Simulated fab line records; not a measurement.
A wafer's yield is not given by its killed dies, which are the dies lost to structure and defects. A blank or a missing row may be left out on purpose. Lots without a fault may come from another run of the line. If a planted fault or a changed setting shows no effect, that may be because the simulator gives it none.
fab line records	flow n5-finfet
[record] lots = 9	wafers = 27	last-day = 18
route steps=1938 shown BEOL_M0_SAQP@691 BEOL_M0_CUTY@705 BEOL_M0@716 BEOL_M4@1111 PASSIVATION@1936
lots untouched by any fault: they come from a run of this same line in which no faults occurred
start-h: the number of hours between the record's first day and the start of the first shown wafer of the lot	wait-h: time in hours since the lot's previous step	" as in the row above	L1.1+2: a row that stands for several wafers	- no value, or no start was given	* or withheld: withheld	< > ~ a bound
route shown NAME@n: NAME is a module with steps in the file, n the number in the route of the first one	usual: mean and standard deviation over wafers with no fault	same: alike in all rows	chamber/n: place in a boat	sites: readings site by site	_std_site: how widely they spread, as a standard deviation	_edge_site: outer sites' mean less inner sites'	radius-mm: how far each site lies from the wafer's centre	mask NAME#n: copy n	behind: the tool/chamber that last shaped the wafer	hold: reason for holding the lot/hours on hold/outcome of the hold	device: names the non-switching transistor (n, p or np)	end of line: the route-end tests of the same wafers	where a step has no rows: the recipe by itself	killed: not the wafer's yield, but the dies lost to structure and defects at the first sort	map: a wafer's dies, marking killed ones x, the rest . and places with no die _
set.NAME: the setting that was run; set.NAME@STEP: the one run at that earlier step	model.NAME: the simulator's own value behind a step, which no gauge read
route steps across a sampled set of lots; one table per step, one row per wafer
services: when a tool's chamber went out of use (start-h, in hours from the record's first day, below 0 if earlier), for how many hours, and the reason
[[steps]]
[step N5_BEOL_M0_SAQP_INSPECT_42]
[recipe] mode = adi	inspect-instrument = brightfield
[usual] raw-defect-count = 291/75
lot.wafer	tool	chamber	start-h	wait-h	raw-defect-count
L864.3	defect-inspect-01	-	115.18	0.0	379
L864.4	"	-	"	"	185
L864.5	"	-	"	"	311
L866.1	defect-inspect-02	-	135.87	0.1	197
L866.4	"	-	"	"	183
L866.6	"	-	"	"	114
L873.2	defect-inspect-02	-	168.56	0.0	190
L873.5	"	-	"	"	153
L873.6	"	-	"	"	225
L876.1	defect-inspect-01	-	195.85	0.1	295
L876.3	"	-	"	"	290
L876.5	"	-	"	"	204
L879.1	defect-inspect-01	-	210.14	0.1	502
L879.4	"	-	"	"	304
L879.5	"	-	"	"	382
L883.1	defect-inspect-02	-	232.53	0.1	270
L883.3	"	-	"	"	271
L883.6	"	-	"	"	203
L884.2	defect-inspect-02	-	236.24	0.0	221
L884.3	"	-	"	"	333
L884.5	"	-	"	"	334
L885.1	defect-inspect-01	-	242.39	0.1	311
L885.3	"	-	"	"	343
L885.4	"	-	"	"	315
L887.1	defect-inspect-02	-	250.21	0.1	212
L887.3	"	-	"	"	215
L887.5	"	-	"	"	285
[step N5_BEOL_M0_CUTY_EXPOSE_54]
[recipe] mask-id = M0_ABLK	na = 1.35	source-shape = conventional	sigma-outer = 0.8	polarization = unpolarized	dose-mj = 36
lot.wafer	tool	chamber	start-h	wait-h	mask
L864.3+4+5	arfi-scanner-02	0	116.41	-	M0_ABLK#0
L866.1+4+6	arfi-scanner-02	0	136.96	-	M0_ABLK#0
L873.2+5+6	arfi-scanner-02	0	169.78	-	M0_ABLK#0
L876.1+3+5	arfi-scanner-02	0	197.14	-	M0_ABLK#0
L879.1+4+5	arfi-scanner-02	0	211.47	-	M0_ABLK#0
L883.1+3+6	arfi-scanner-03	0	235.49	-	M0_ABLK#0
L884.2+3+5	arfi-scanner-01	0	237.54	-	M0_ABLK#0
L885.1+3+4	arfi-scanner-03	0	243.60	-	M0_ABLK#0
L887.1+3+5	arfi-scanner-03	0	251.30	-	M0_ABLK#0
[step N5_BEOL_M0_CUTY_OVL_MEAS_58]
[recipe] points-per-wafer = 44
[usual] M0_ABLK_OVL = -0.3/0.88
lot.wafer	tool	chamber	start-h	wait-h	M0_ABLK_OVL[nm]
L864.3	overlay-01	0	116.55	0.0	1.0
L864.4	"	0	"	"	0.0
L864.5	"	0	"	"	1.6
L866.1	overlay-01	0	137.11	0.0	-1.5
L866.4	"	0	"	"	1.1
L866.6	"	0	"	"	0.6
L873.2	overlay-01	0	169.92	0.0	0.5
L873.5	"	0	"	"	-1.0
L873.6	"	0	"	"	0.6
L876.1	overlay-01	0	197.29	0.0	8.4
L876.3	"	0	"	"	8.5
L876.5	"	0	"	"	8.4
L879.1	overlay-01	0	211.63	0.0	7.7
L879.4	"	0	"	"	5.5
L879.5	"	0	"	"	7.1
L883.1	overlay-02	0	235.65	0.0	-1.7
L883.3	"	0	"	"	-0.5
L883.6	"	0	"	"	-2.2
L884.2	overlay-02	0	237.69	0.0	-0.3
L884.3	"	0	"	"	-0.2
L884.5	"	0	"	"	-0.5
L885.1	overlay-01	0	243.75	0.0	0.2
L885.3	"	0	"	"	0.8
L885.4	"	0	"	"	-0.5
L887.1	overlay-01	0	251.45	0.0	0.3
L887.3	"	0	"	"	-0.8
L887.5	"	0	"	"	0.1
[step N5_BEOL_M0_CUTY_ETCH_63]
[recipe] chemistry = N2/H2	target = SOC	target-depth-a = 827	overetch-a = 165	mask-material = SiARC	temp-c = 40	ion-energy-ev = 200	time-s = 124	pressure-mtorr = 30	source-w = 840	bias-w = 150	n2-flow-sccm = 200	h2-flow-sccm = 200
[usual] bias-w = 150.0/0.46	drypump-motor-current-A = 5.8/0.5	oes-product-au = 0.63/0.068	rf-vpp-V = 523.6/2.5	showerhead-plenum-p-Torr = 2.54/0.094	throttle-valve-pct = 17.78/0.25
lot.wafer	tool	chamber	start-h	wait-h	bias-w	drypump-motor-current-A	oes-product-au	rf-hours-counter-h	rf-vpp-V	showerhead-plenum-p-Torr	throttle-valve-pct
L864.3	rie-diel-04	2	116.69	0.0	150.4	5.6	0.60	202	521.6	2.42	17.93
L864.4	"	3	"	"	150.4	6.4	0.76	12	525.6	2.60	17.74
L864.5	"	0	"	"	149.3	6.7	0.56	-	519.5	2.42	18.21
L866.1	rie-diel-03	0	137.56	0.0	150.1	5.6	0.61	175	522.5	2.55	17.90
L866.4	"	2	"	"	151.2	5.4	0.68	83	523.0	2.55	17.50
L866.6	"	1	"	"	149.9	5.3	0.71	-	524.1	2.59	17.50
L873.2	rie-diel-03	1	170.08	0.0	149.7	5.3	0.68	70	523.5	2.58	17.52
L873.5	"	2	"	"	149.8	5.4	0.65	-	523.6	2.55	17.53
L873.6	"	1	"	"	149.3	5.3	0.69	-	524.7	2.58	17.53
L876.1	rie-diel-02	3	197.43	0.0	150.2	5.6	0.60	179	525.3	2.53	17.84
L876.3	"	0	"	"	149.6	5.3	0.58	209	521.1	2.40	17.58
L876.5	"	2	"	"	149.8	5.2	0.57	-	525.8	2.64	18.37
L879.1	rie-diel-02	2	211.76	0.0	150.3	5.3	0.58	240	524.6	2.63	18.37
L879.4	"	0	"	"	150.4	5.3	0.58	213	520.8	2.39	17.58
L879.5	"	1	"	"	150.3	6.2	0.58	-	526.4	2.62	17.90
L883.1	rie-diel-02	1	235.79	0.0	149.9	6.2	0.58	233	526.5	2.62	17.91
L883.3	"	0	"	"	149.5	5.3	0.57	221	519.9	2.39	17.60
L883.6	"	1	"	"	150.1	6.2	0.57	-	525.7	2.62	17.91
L884.2	rie-diel-04	0	238.27	0.0	150.6	6.7	0.72	21	528.0	2.72	17.84
L884.3	"	1	"	"	149.9	6.3	0.77	12	522.9	2.49	17.38
L884.5	"	1	"	"	149.1	6.3	0.77	-	522.8	2.49	17.39
L885.1	rie-diel-04	3	244.50	0.0	150.0	6.5	0.69	63	524.7	2.58	17.81
L885.3	"	0	"	"	150.8	6.7	0.73	24	526.9	2.72	17.84
L885.4	"	1	"	"	151.2	6.3	0.76	-	521.1	2.49	17.40
L887.1	rie-diel-03	2	251.59	0.0	150.5	5.4	0.64	127	523.5	2.53	17.57
L887.3	"	0	"	"	150.5	5.6	0.58	216	522.4	2.53	17.96
L887.5	"	0	"	"	149.9	5.6	0.58	-	523.6	2.53	17.98
[step N5_BEOL_M0_HM_OPEN_105]
[recipe] chemistry = Cl2/BCl3	target-depth-a = 120	target = TiN	ion-energy-ev = 150	pressure-mtorr = 10	icp-w = 1000	bias-w = 126	Cl2_flow_sccm = 53.25	bcl3-flow-sccm = 21.75	Ar_flow_sccm = 25
[usual] bias-w = 126.1/0.38	drypump-motor-current-A = 5.8/0.42	oes-product-au = 0.72/0.095	throttle-valve-pct = 22.04/0.24
lot.wafer	tool	chamber	start-h	wait-h	bias-w	drypump-motor-current-A	oes-product-au	rf-hours-counter-h	throttle-valve-pct
L864.3	rie-metal-03	1	116.97	0.1	126.2	5.5	0.78	-	22.46
L864.4	"	0	"	"	126.0	5.6	0.70	-	22.01
L864.5	"	0	"	"	125.4	5.5	0.70	-	22.01
L866.1	rie-metal-01	1	138.15	0.4	125.9	5.4	0.72	71	21.77
L866.4	"	0	"	"	126.1	5.6	0.61	-	22.09
L866.6	"	1	"	"	125.7	5.4	0.71	-	21.77
L873.2	rie-metal-03	1	172.03	1.8	126.0	5.5	0.77	51	22.48
L873.5	"	1	"	"	126.3	5.5	0.78	-	22.48
L873.6	"	0	"	"	126.0	5.6	0.69	-	22.04
L876.1	rie-metal-02	1	197.73	0.1	125.9	6.4	0.62	110	21.74
L876.3	"	0	"	"	126.0	6.3	0.88	-	22.03
L876.5	"	1	"	"	125.7	6.4	0.62	-	21.75
L879.1	rie-metal-01	1	212.00	0.1	125.7	5.4	0.70	76	21.80
L879.4	"	0	"	"	126.9	5.6	0.60	-	22.12
L879.5	"	1	"	"	125.7	5.4	0.70	-	21.78
L883.1	rie-metal-03	1	236.01	0.1	126.0	5.5	0.76	58	22.45
L883.3	"	1	"	"	126.3	5.5	0.75	-	22.48
L883.6	"	0	"	"	126.3	5.6	0.68	-	22.05
L884.2	rie-metal-03	0	241.38	2.9	126.4	5.5	0.66	111	22.06
L884.3	"	0	"	"	126.1	5.6	0.67	-	22.05
L884.5	"	0	"	"	126.5	5.6	0.67	-	22.05
L885.1	rie-metal-02	1	244.78	0.1	126.3	6.4	0.62	114	21.77
L885.3	"	0	"	"	125.7	6.3	0.86	-	22.04
L885.4	"	1	"	"	126.6	6.4	0.61	-	21.76
L887.1	rie-metal-02	1	252.78	1.0	125.9	6.4	0.61	115	21.76
L887.3	"	0	"	"	126.2	6.3	0.85	-	22.05
L887.5	"	1	"	"	125.5	6.4	0.61	-	21.77
[step N5_BEOL_M4_RC_MEAS_101]
[usual] DIBL_N = 35.8/1.6	DIBL_P = 36.0/1.9	IOFF_N = 0.151/0.029	IOFF_P = 0.21/0.037	ION_N = 673/12	ION_P = 463/7.3	SS_N = 71.5/0.58	SS_P = 73.2/0.61	VT_N = 251/3.3	VT_P = -250/3.3
lot.wafer	tool	chamber	start-h	wait-h	DIBL_N[mV/V]	DIBL_P[mV/V]	IOFF_N[nA/um]	IOFF_P[nA/um]	ION_N[uA/um]	ION_P[uA/um]	SS_N[mV/dec]	SS_P[mV/dec]	VT_N[mV]	VT_P[mV]
L864.3	prober-02	0	162.23	0.9	35.4	34.9	0.115	0.18	662	461	70.7	72.2	256	-253
L864.4	"	0	"	"	36.9	35.9	0.139	0.19	667	463	71.1	72.0	254	-251
L864.5	"	0	"	"	38.8	37.9	0.175	0.23	679	462	72.4	73.5	250	-250
L866.1	prober-01	0	186.70	0.0	36.8	36.7	0.151	0.20	668	456	72.1	73.5	253	-252
L866.4	"	0	"	"	35.3	34.5	0.128	0.17	657	457	71.0	72.6	254	-253
L866.6	"	0	"	"	34.1	33.3	0.108	0.15	652	452	71.1	72.0	257	-253
L873.2	prober-02	0	213.34	0.2	34.8	35.5	0.154	0.22	681	478	71.6	72.6	254	-247
L873.5	"	0	"	"	34.7	36.2	0.152	0.24	685	478	71.5	72.9	253	-244
L873.6	"	0	"	"	35.2	35.7	0.161	0.23	672	460	72.5	73.2	250	-245
L876.1	prober-02	0	249.39	0.0	34.1	33.3	0.110	0.15	647	447	71.5	72.4	252	-255
L876.3	"	0	"	"	35.6	35.7	0.138	0.17	674	459	71.9	73.0	251	-252
L876.5	"	0	"	"	34.4	35.0	0.121	0.17	664	455	70.9	73.3	253	-253
L879.1	prober-02	0	276.55	0.0	36.8	38.4	0.179	0.24	691	479	71.9	73.8	248	-248
L879.4	"	0	"	"	38.9	39.4	0.191	0.25	688	467	72.7	74.2	248	-246
L879.5	"	0	"	"	37.2	39.1	0.189	0.25	680	473	71.8	73.2	246	-246
L883.1	prober-02	0	284.78	0.0	35.8	36.4	0.151	0.23	665	460	71.4	72.8	251	-247
L883.3	"	0	"	"	33.0	32.9	0.107	0.17	649	454	70.8	72.0	252	-252
L883.6	"	0	"	"	35.1	35.1	0.144	0.21	672	461	71.1	73.1	252	-250
L884.2	prober-01	0	298.89	0.2	34.1	35.2	0.132	0.18	647	459	71.3	73.8	253	-253
L884.3	"	0	"	"	38.7	39.7	0.234	0.26	708	469	72.9	74.2	244	-247
L884.5	"	0	"	"	34.6	37.3	0.162	0.22	687	470	72.3	73.6	246	-254
L885.1	prober-01	0	306.56	0.0	37.7	38.0	0.210	0.29	692	477	72.4	73.5	247	-245
L885.3	"	0	"	"	36.0	36.1	0.178	0.24	681	473	71.2	73.3	246	-248
L885.4	"	0	"	"	35.0	33.9	0.142	0.20	678	467	71.7	72.5	250	-250
L887.1	prober-01	0	314.57	0.0	34.7	35.1	0.136	0.19	671	457	70.9	72.2	252	-252
L887.3	"	0	"	"	35.3	36.0	0.142	0.21	664	459	71.9	73.1	252	-251
L887.5	"	0	"	"	34.8	35.4	0.128	0.20	660	456	71.4	72.6	254	-253
[step N5_PASSIVATION_PROBE_49]
[usual] defect-limited-yield = 90.9/1.4	killed_at_M0_to_M3 = 37/12	killed_at_M4_up = 14/5.3	killed-at-contacts = 12/6.2	killed-at-front-end = 41/11	killed-at-other = 3.7/2.9	killed-dies = 107/17	killed-open = 71/12	killed-short = 34/7.9	sort_bin_5_function = 5.3/0.95	sort_bin_6_memory = 3.4/0.7	sort-n-pass = 1073/17	sort-yield-pct = 90.9/1.5
[same] gross-dies = 1180	killed-at-back-side = 0	sort_bin_4_leakage[%] = 0	sort_bin_8_speed[%] = 0
lot.wafer	tool	chamber	start-h	wait-h	defect-limited-yield[%]	killed_at_M0_to_M3	killed_at_M4_up	killed-at-contacts	killed-at-front-end	killed-at-other	killed-dies	killed-open	killed-short	sort_bin_5_function[%]	sort_bin_6_memory[%]	sort-n-pass	sort-yield-pct[%]
L864.3	prober-02	-	272.65	0.1	89.9	36	10	29	42	2	119	82	36	6.2	3.6	1061	89.9
L864.4	prober-02	-	272.70	0.2	91.9	41	13	10	31	0	95	50	41	4.8	3.0	1085	91.9
L864.5	prober-02	-	272.75	0.2	91.4	26	8	30	35	2	101	74	26	5.1	3.3	1079	91.4
L866.1	prober-01	-	286.07	0.0	91.3	39	10	17	36	1	103	73	29	5.1	3.2	1077	91.3
L866.4	prober-01	-	286.22	0.2	92.0	39	12	11	27	5	94	62	32	4.4	3.3	1086	92.0
L866.6	prober-01	-	286.32	0.3	92.5	34	9	21	17	8	89	59	27	4.6	2.8	1091	92.5
L873.2	prober-02	-	317.48	0.1	91.1	47	13	21	23	1	105	73	28	4.2	4.2	1075	91.1
L873.5	prober-02	-	317.63	0.2	90.8	46	10	13	36	3	108	74	31	4.7	4.1	1072	90.8
L873.6	prober-02	-	317.68	0.3	92.7	32	11	6	37	0	86	59	22	4.2	2.6	1094	92.7
L876.1	prober-01	-	353.36	0.0	93.1	36	20	1	24	0	81	58	23	4.3	2.4	1099	93.1
L876.3	prober-01	-	353.46	0.1	90.0	49	26	6	31	6	118	85	32	6.2	3.4	1062	90.0
L876.5	prober-01	-	353.56	0.2	90.3	38	20	4	51	1	114	90	24	6.0	3.4	1066	90.3
L879.1	prober-01	-	374.72	0.0	92.1	20	8	17	44	4	93	60	33	4.7	2.8	1087	92.1
L879.4	prober-01	-	374.87	0.2	91.0	34	11	18	39	4	106	73	33	5.8	2.9	1074	91.0
L879.5	prober-01	-	374.92	0.2	91.1	28	14	29	30	4	105	72	31	6.2	2.6	1075	91.1
L883.1	prober-02	-	395.21	0.0	89.6	39	14	22	43	5	123	92	31	6.6	3.5	1057	89.6
L883.3	prober-02	-	395.31	0.1	88.4	44	21	22	48	2	137	92	43	7.0	4.2	1043	88.4
L883.6	prober-02	-	395.46	0.3	90.1	37	20	19	40	1	117	77	36	6.2	3.2	1063	90.1
L885.1	prober-01	-	403.41	0.0	90.2	34	13	6	62	1	116	72	41	5.4	3.8	1064	90.2
L885.3	prober-01	-	403.51	0.1	91.4	43	16	16	23	4	102	63	38	5.3	3.0	1078	91.4
L885.4	prober-01	-	403.56	0.2	90.3	52	10	13	39	1	115	72	42	5.3	4.2	1065	90.3
L884.2	prober-02	-	409.57	0.1	92.5	27	14	3	42	2	88	57	30	4.8	2.2	1092	92.5
L884.3	prober-02	-	409.62	0.1	90.8	23	9	10	51	15	108	76	31	5.9	2.8	1072	90.8
L884.5	prober-02	-	409.72	0.2	91.4	28	18	9	39	7	101	64	35	4.7	3.6	1079	91.4
L887.1	prober-02	-	426.06	0.0	89.5	38	18	7	58	3	124	86	35	5.3	4.9	1056	89.5
L887.3	prober-02	-	426.16	0.1	91.9	27	16	5	43	4	95	55	40	4.7	2.8	1085	91.9
L887.5	prober-02	-	426.26	0.2	89.7	41	19	11	49	2	122	73	47	5.8	4.2	1058	89.7
// killed by level:class
L864.3 MOL_CONTACT_COAG:geometric-particle:open=21 STI_FIN_REVEAL:geometric-particle:open=11 BEOL_M0_SAQP:geometric-particle:open=11 MOL_CONTACT_COAG:geometric-particle:short=8 DUMMY_GATE:geometric-particle:open=6 BEOL_M0_SAQP:geometric-particle:short=6 BEOL_M1:geometric-particle:open=6 BEOL_M2:geometric-particle:open=6
L864.4 BEOL_M0_SAQP:geometric-particle:short=18 BEOL_M0_SAQP:geometric-particle:open=8 STI_FIN_REVEAL:geometric-particle:open=6 DUMMY_GATE:geometric-particle:open=6 MOL_CONTACT_COAG:geometric-particle:open=6 GATE_CUT:geometric-particle:short=5 MOL_CONTACT_COAG:geometric-particle:short=4 BEOL_M2:geometric-particle:open=4
L864.5 MOL_CONTACT_COAG:geometric-particle:open=25 STI_FIN_REVEAL:geometric-particle:open=13 BEOL_M0_SAQP:geometric-particle:short=6 FIN_SAQP:geometric-particle:open=5 MOL_CONTACT_COAG:geometric-particle:short=5 BEOL_M0_SAQP:geometric-particle:open=5 BEOL_M1:geometric-particle:open=4 BEOL_M2:geometric-particle:open=4
L866.1 MOL_CONTACT_COAG:geometric-particle:open=16 FIN_SAQP:geometric-particle:short=13 FIN_SAQP:geometric-particle:open=7 BEOL_M2:geometric-particle:open=7 BEOL_M3:geometric-particle:open=7 BEOL_M4:geometric-particle:open=7 BEOL_M0:geometric-particle:open=6 BEOL_M1:geometric-particle:open=5
L866.4 BEOL_M2:geometric-particle:open=13 FIN_SAQP:geometric-particle:open=7 MOL_CONTACT_COAG:geometric-particle:open=7 BEOL_M4:geometric-particle:open=7 FIN_SAQP:geometric-particle:short=5 STI_FIN_REVEAL:geometric-particle:open=5 BEOL_M0:geometric-particle:short=5 MOL_CONTACT_COAG:geometric-particle:short=4
L866.6 MOL_CONTACT_COAG:geometric-particle:open=14 BEOL_M1:geometric-particle:open=8 BEOL_M0_SAQP:geometric-particle:open=7 MOL_CONTACT_COAG:geometric-particle:short=6 BEOL_M3:geometric-particle:open=6 BEOL_M5:geometric-particle:open=5 PASS1_CAP:geometric-particle:short=5 FIN_SAQP:geometric-particle:short=4
L873.2 MOL_CONTACT_COAG:geometric-particle:open=17 BEOL_M3:geometric-particle:open=12 BEOL_M2:geometric-particle:open=9 DUMMY_GATE:geometric-particle:open=7 BEOL_M0_SAQP:geometric-particle:short=6 BEOL_M0_SAQP:geometric-particle:open=6 BEOL_M5:geometric-particle:open=5 BEOL_M1:geometric-particle:short=5
L873.5 BEOL_M0_SAQP:geometric-particle:open=13 BEOL_M3:geometric-particle:open=13 STI_FIN_REVEAL:geometric-particle:open=11 MOL_CONTACT_COAG:geometric-particle:open=9 FIN_SAQP:geometric-particle:short=5 DUMMY_GATE:geometric-particle:short=5 BEOL_M1:geometric-particle:short=5 FIN_SAQP:geometric-particle:open=4
L873.6 BEOL_M2:geometric-particle:open=10 STI_FIN_REVEAL:geometric-particle:open=6 BEOL_M0_SAQP:geometric-particle:open=6 BEOL_M3:geometric-particle:open=6 GATE_CUT:geometric-particle:open=5 MOL_CONTACT_COAG:geometric-particle:open=5 STARTING-WAFER:geometric-particle:short=5 DUMMY_GATE:geometric-particle:open=4
L876.1 BEOL_M1:geometric-particle:open=15 BEOL_M4:geometric-particle:open=14 BEOL_M3:geometric-particle:open=8 FIN_SAQP:geometric-particle:open=6 GATE_CUT:geometric-particle:short=6 BEOL_M2:geometric-particle:open=5 BEOL_M4:geometric-particle:short=4 FIN_SAQP:geometric-particle:short=2
L876.3 BEOL_M1:geometric-particle:open=17 BEOL_M4:geometric-particle:open=17 FIN_SAQP:geometric-particle:open=12 BEOL_M2:geometric-particle:open=10 FIN_SAQP:geometric-particle:short=7 BEOL_M0_SAQP:geometric-particle:short=6 MOL_CONTACT_COAG:geometric-particle:open=5 PAD_METAL:geometric-particle:open=5
L876.5 FIN_SAQP:geometric-particle:open=28 BEOL_M1:geometric-particle:open=14 BEOL_M4:geometric-particle:open=13 BEOL_M0_SAQP:geometric-particle:short=5 BEOL_M0:geometric-particle:open=5 BEOL_M2:geometric-particle:open=5 STI_FIN_REVEAL:geometric-particle:open=4 MOL_CONTACT_COAG:geometric-particle:open=4
L879.1 MOL_CONTACT_COAG:geometric-particle:open=14 STI_FIN_REVEAL:geometric-particle:open=14 STI_FIN_REVEAL:geometric-particle:short=8 BEOL_M2:geometric-particle:open=7 FIN_SAQP:geometric-particle:short=6 BEOL_M3:geometric-particle:open=5 FIN_SAQP:geometric-particle:open=4 GATE_CUT:geometric-particle:short=4
L879.4 MOL_CONTACT_COAG:geometric-particle:open=16 STI_FIN_REVEAL:geometric-particle:open=13 FIN_SAQP:geometric-particle:open=10 BEOL_M0_SAQP:geometric-particle:open=9 FIN_SAQP:geometric-particle:short=8 BEOL_M0_SAQP:geometric-particle:short=8 BEOL_M1:geometric-particle:short=4 DUMMY_GATE:geometric-particle:open=3
L879.5 MOL_CONTACT_COAG:geometric-particle:open=26 FIN_SAQP:geometric-particle:open=9 STI_FIN_REVEAL:geometric-particle:open=5 STARTING-WAFER:geometric-particle:open=5 BEOL_M0:geometric-particle:open=5 BEOL_M1:geometric-particle:short=5 BEOL_M4:geometric-particle:open=5 BEOL_M0_SAQP:geometric-particle:open=4
L883.1 STI_FIN_REVEAL:geometric-particle:open=21 MOL_CONTACT_COAG:geometric-particle:open=19 BEOL_M0_SAQP:geometric-particle:open=11 BEOL_M2:geometric-particle:open=8 FIN_SAQP:geometric-particle:open=7 BEOL_M4:geometric-particle:open=7 BEOL_M3:geometric-particle:open=6 STI_FIN_REVEAL:geometric-particle:short=4
L883.3 STI_FIN_REVEAL:geometric-particle:open=20 MOL_CONTACT_COAG:geometric-particle:open=19 BEOL_M0_SAQP:geometric-particle:short=9 BEOL_M0_SAQP:geometric-particle:open=9 BEOL_M1:geometric-particle:open=9 BEOL_M4:geometric-particle:open=9 BEOL_M4:geometric-particle:short=9 FIN_SAQP:geometric-particle:short=7
L883.6 FIN_SAQP:geometric-particle:open=14 MOL_CONTACT_COAG:geometric-particle:open=14 BEOL_M4:geometric-particle:open=11 BEOL_M0_SAQP:geometric-particle:open=8 BEOL_M2:geometric-particle:open=8 BEOL_M2:geometric-particle:short=6 BEOL_M0_SAQP:geometric-particle:short=6 STI_FIN_REVEAL:geometric-particle:open=5
L885.1 FIN_SAQP:geometric-particle:open=22 FIN_SAQP:geometric-particle:short=12 GATE_CUT:geometric-particle:short=9 BEOL_M0_SAQP:geometric-particle:open=7 BEOL_M1:geometric-particle:open=7 BEOL_M3:geometric-particle:short=6 BEOL_M4:geometric-particle:open=6 BEOL_M2:geometric-particle:open=5
L885.3 MOL_CONTACT_COAG:geometric-particle:open=12 BEOL_M4:geometric-particle:open=9 BEOL_M1:geometric-particle:open=8 BEOL_M0_SAQP:geometric-particle:short=8 BEOL_M2:geometric-particle:open=7 BEOL_M0_SAQP:geometric-particle:open=6 BEOL_M3:geometric-particle:short=6 FIN_SAQP:geometric-particle:short=5
L885.4 BEOL_M0_SAQP:geometric-particle:open=16 BEOL_M1:geometric-particle:open=12 FIN_SAQP:geometric-particle:open=11 MOL_CONTACT_COAG:geometric-particle:open=11 BEOL_M3:geometric-particle:short=8 BEOL_M0_SAQP:geometric-particle:short=7 FIN_SAQP:geometric-particle:short=6 BEOL_M1:geometric-particle:short=6
L884.2 FIN_SAQP:geometric-particle:open=11 FIN_SAQP:geometric-particle:short=9 DUMMY_GATE:geometric-particle:open=9 BEOL_M0_SAQP:geometric-particle:short=7 BEOL_M0_SAQP:geometric-particle:open=5 BEOL_M2:geometric-particle:short=4 BEOL_M3:geometric-particle:open=4 BEOL_M4:geometric-particle:open=4
L884.3 STI_FIN_REVEAL:geometric-particle:open=16 FIN_SAQP:geometric-particle:open=14 FIN_SAQP:geometric-particle:short=9 BEOL_M2:geometric-particle:open=9 MOL_CONTACT_COAG:geometric-particle:open=8 PASS1_CAP:geometric-particle:open=5 BEOL_M5:geometric-particle:open=4 BEOL_M1:geometric-particle:open=3
L884.5 FIN_SAQP:geometric-particle:open=10 MOL_CONTACT_COAG:geometric-particle:open=9 BEOL_M0_SAQP:geometric-particle:open=7 BEOL_M3:geometric-particle:open=7 BEOL_M2:geometric-particle:short=6 BEOL_M4:geometric-particle:open=6 FIN_SAQP:geometric-particle:short=5 STI_FIN_REVEAL:geometric-particle:open=5
L887.1 FIN_SAQP:geometric-particle:open=16 FIN_SAQP:geometric-particle:short=13 BEOL_M0_SAQP:geometric-particle:open=9 BEOL_M0_SAQP:geometric-particle:short=8 BEOL_M2:geometric-particle:open=7 BEOL_M3:geometric-particle:open=7 BEOL_M4:geometric-particle:open=7 MOL_CONTACT_COAG:geometric-particle:open=6
L887.3 FIN_SAQP:geometric-particle:short=9 BEOL_M4:geometric-particle:open=8 FIN_SAQP:geometric-particle:open=7 BEOL_M0_SAQP:geometric-particle:short=7 BEOL_M0_SAQP:geometric-particle:open=6 STI_FIN_REVEAL:geometric-particle:open=5 GATE_CUT:geometric-particle:short=5 BEOL_M2:geometric-particle:open=4
L887.5 BEOL_M0_SAQP:geometric-particle:short=15 DUMMY_GATE:geometric-particle:open=11 MOL_CONTACT_COAG:geometric-particle:open=10 BEOL_M4:geometric-particle:open=10 GATE_CUT:geometric-particle:short=9 BEOL_M3:geometric-particle:open=8 BEOL_M0_SAQP:geometric-particle:open=8 FIN_SAQP:geometric-particle:short=7
[[services]]
tool	chamber	start-h	hours	kind
arfi-scanner-01	-	100.56	2.3	repair
arfi-scanner-01	-	104.10	1.3	repair
arfi-scanner-02	-	112.87	1.3	pm
arfi-scanner-03	-	114.17	1.0	pm
arfi-scanner-03	-	122.06	1.3	pm
arfi-scanner-01	-	124.91	1.3	pm
arfi-scanner-01	-	126.21	0.8	pm
rie-diel-02	-	145.40	4.3	pm
arfi-scanner-03	-	145.43	0.8	pm
arfi-scanner-02	-	153.63	0.8	pm
rie-diel-02	-	163.03	3.2	repair
arfi-scanner-03	-	163.39	1.5	pm
rie-metal-01	-	171.73	28.1	pm
rie-diel-03	3	189.80	9.6	repair
arfi-scanner-02	-	202.79	1.3	pm
arfi-scanner-01	-	203.27	1.3	pm
arfi-scanner-02	-	206.25	2.5	repair
arfi-scanner-03	-	211.60	1.0	pm
rie-diel-03	-	219.02	2.8	pm
arfi-scanner-02	-	226.14	1.0	pm
arfi-scanner-03	-	227.96	2.5	repair
arfi-scanner-02	-	234.30	0.2	repair
rie-metal-03	-	242.81	14.6	pm
arfi-scanner-03	-	247.56	1.3	pm
[[key]]
[first-sign] step = N5_BEOL_M0_CUTY_OVL_MEAS_58	reading = M0_ABLK_OVL	direction = up	sigmas = 8.9	usual = -0.3	struck = 7.6
effect none on later readings
met-at N5_BEOL_M0_CUTY_EXPOSE_54
struck-lots L876,L879
not-acting-at N5_BEOL_M0_SAQP_INSPECT_42,N5_BEOL_M0_CUTY_ETCH_63,N5_BEOL_M0_HM_OPEN_105
onset-between 169.78 197.14
[fault] kind = scanner-matching-overlay	tool = arfi-scanner-02	chamber = -	onset-h = 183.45	steps = N5_BEOL_M0_CUTY_EXPOSE_54	offset = 7.8246
